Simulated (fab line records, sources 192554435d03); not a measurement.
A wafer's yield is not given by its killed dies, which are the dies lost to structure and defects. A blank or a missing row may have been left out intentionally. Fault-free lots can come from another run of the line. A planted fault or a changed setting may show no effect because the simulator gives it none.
Matching of chambers ; flow n5Finfet ; cvdCo-01 running N5_BEOL_M2_PRE_CLEAN_60: 3 sister chambers
The step time 15 s. 27 wafers are shown with their chamber, then 12 later ones without.

WAFERS, EACH WITH ITS CHAMBER
wafer;chamber;heaterPowerW (W)
L077.1;0;58
L077.4;1;79
L077.5;2;59
L075.2;0;57
L075.4;0;60
L075.6;1;78
L078.1;0;59
L078.3;2;59
L078.4;0;59
L079.1;1;78
L079.4;2;59
L079.6;0;59
L080.1;1;78
L080.4;1;78
L080.6;0;59
L081.1;0;59
L081.3;1;79
L081.4;0;58
L082.3;0;60
L082.4;1;79
L082.6;0;59
L087.1;0;60
L087.2;2;59
L087.5;2;59
L090.3;2;59
L090.4;0;58
L090.5;1;80

SIGNATURES, as means of the wafers listed above
reading;chamber 0;chamber 1;chamber 2;scatter within a chamber
heaterPowerW;58.85;78.62;59.00;0.752
Rule: for a wafer and a chamber, the distance is found by dividing, reading by reading, the gap between the wafer's reading and the chamber's mean by the reading's scatter, squaring, summing and taking the root. The wafer belongs to the nearest chamber; if the next one is less than 2 further off, it can't be placed. The scatter: take each reading less its chamber's mean, square it, sum over the shown wafers, divide by the number of wafers less the number of chambers, and take the root.

WAFERS WITH NO CHAMBER GIVEN
wafer;heaterPowerW (W)
L089.2;78
L089.3;60
L089.6;58
L092.1;79
L092.2;60
L092.6;78
L094.1;59
L094.2;58
L094.5;61
L096.2;58
L096.4;60
L096.5;79

THE CHAMBER EACH PASSED THROUGH
wafer;from the rows above;in truth
L089.2;1;1
L089.3;can't be placed: 2 or 0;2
L089.6;can't be placed: 0 or 2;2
L092.1;1;1
L092.2;can't be placed: 2 or 0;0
L092.6;1;1
L094.1;can't be placed: 2 or 0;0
L094.2;can't be placed: 0 or 2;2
L094.5;can't be placed: 2 or 0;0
L096.2;can't be placed: 0 or 2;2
L096.4;can't be placed: 2 or 0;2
L096.5;1;1
4 of 12 placed correctly. From these rows, 8 cannot be placed; in 8 the true chamber is one of the candidates. Placed wrongly: 0.
